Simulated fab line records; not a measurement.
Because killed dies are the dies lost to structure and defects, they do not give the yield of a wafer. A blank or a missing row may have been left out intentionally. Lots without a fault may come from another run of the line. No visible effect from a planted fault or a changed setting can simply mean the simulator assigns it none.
Chamber matching	flow n5Finfet	4 sister chambers for N5_BEOL_M4_ETCH_74 on rieDiel-03
The step etches underlayer in N2/H2, target depth 6.5 nm, time 5.2 s. 7 wafers are shown with their chamber, then 8 later ones without.

## EACH WAFER AND ITS CHAMBER
wafer	chamber	showerheadPlenumPTorr (Torr)	drypumpMotorCurrentA (A)
L085.2	3	2.40	5.1
L085.5	1	2.68	5.8
L085.6	0	2.61	6.0
L088.1	1	2.68	5.8
L088.2	2	2.66	5.6
L088.3	3	2.40	5.1
L091.1	2	2.65	5.7

## WAFERS WITH NO CHAMBER GIVEN
wafer	showerheadPlenumPTorr (Torr)	drypumpMotorCurrentA (A)
L091.4	2.39	5.1
L091.5	2.68	5.8
L093.1	2.67	5.8
L093.4	2.67	5.8
L093.6	2.60	6.0
L094.1	2.60	6.0
L094.5	2.60	6.0
L094.6	2.65	5.7

## THE CHAMBER EACH PASSED THROUGH
wafer	from the rows above	in truth
L091.4	3	3
L091.5	1	1
L093.1	1	1
L093.4	1	1
L093.6	0	0
L094.1	0	0
L094.5	0	0
L094.6	2	2
Placed correctly: 8 of 8. From these rows, 0 cannot be placed. 0 placed wrongly.
How it was worked out, from the rows above alone: a wafer's distance from a chamber is the root of the sum, over the readings, of the square of ((its reading less the chamber's mean) divided by the reading's scatter). If the next closest chamber is less than 2 further off than the closest, the wafer can't be placed; otherwise it belongs to the closest. Each chamber's mean is taken over the wafers shown for it. How the scatter is found: for the shown wafers, subtract from each reading the mean of its chamber, square and add these, divide the total by (wafers less chambers), then take the root.
